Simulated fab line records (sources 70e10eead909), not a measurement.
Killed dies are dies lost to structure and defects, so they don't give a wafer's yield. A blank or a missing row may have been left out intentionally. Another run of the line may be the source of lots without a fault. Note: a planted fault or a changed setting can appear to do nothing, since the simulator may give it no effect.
Chamber matching    flow nandHarc    NHARC_A_SGD_CUT_CMP_21 on cmp-04: 4 sister chambers
The step polishes, target thk 148.19 nm. 8 wafers are shown with their chamber, then 12 later ones without.

WAFERS WITH THEIR CHAMBER
wafer   chamber  motorCurrentA (A)  timeToEndpointS (s)
L087.6  2        11.2               49.0
L088.3  3        12.7               49.8
L088.4  2        11.7               51.4
L088.5  0        11.7               49.4
L088.6  1        11.8               50.5
L089.3  3        12.4               49.6
L089.4  0        11.9               47.0
L089.5  1        12.0               49.0

WAFERS WHOSE CHAMBER IS MISSING
wafer   motorCurrentA (A)  timeToEndpointS (s)
L092.1  13.1               51.7
L092.4  11.5               49.5
L092.5  11.8               51.9
L093.2  12.0               48.9
L093.4  12.8               50.4
L093.6  11.9               49.0
L097.1  11.7               51.7
L097.4  11.7               50.6
L097.5  11.0               48.6
L097.2  11.3               49.7
L097.3  13.1               51.7
L097.6  11.2               50.9

EACH ONE'S CHAMBER
wafer   from the rows above                in truth
L092.1  3                                  3
L092.4  can't be placed: 2 or 0 or 1       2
L092.5  can't be placed: 1 or 2 or 0 or 3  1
L093.2  can't be placed: 1 or 0 or 3 or 2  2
L093.4  3                                  3
L093.6  can't be placed: 1 or 0 or 2       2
L097.1  can't be placed: 2 or 1 or 0       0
L097.4  can't be placed: 1 or 2 or 0       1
L097.5  can't be placed: 2 or 0 or 1       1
L097.2  can't be placed: 2 or 0 or 1       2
L097.3  3                                  3
L097.6  can't be placed: 2 or 1            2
Placed correctly: 3 of 12. From these rows, 9 cannot be placed; in 9 the true chamber is one of the candidates. 0 placed wrongly.
How it was worked out, from the rows above alone: a wafer's distance from a chamber is the root of the sum, over the readings, of the square of ((its reading less the chamber's mean) divided by the reading's scatter). If the next closest chamber is less than 2 further off than the closest, the wafer can't be placed; otherwise it belongs to the closest. A chamber's mean is the mean of its shown wafers. The scatter: take each reading less its chamber's mean, square it, sum over the shown wafers, divide by the number of wafers less the number of chambers, and take the root.
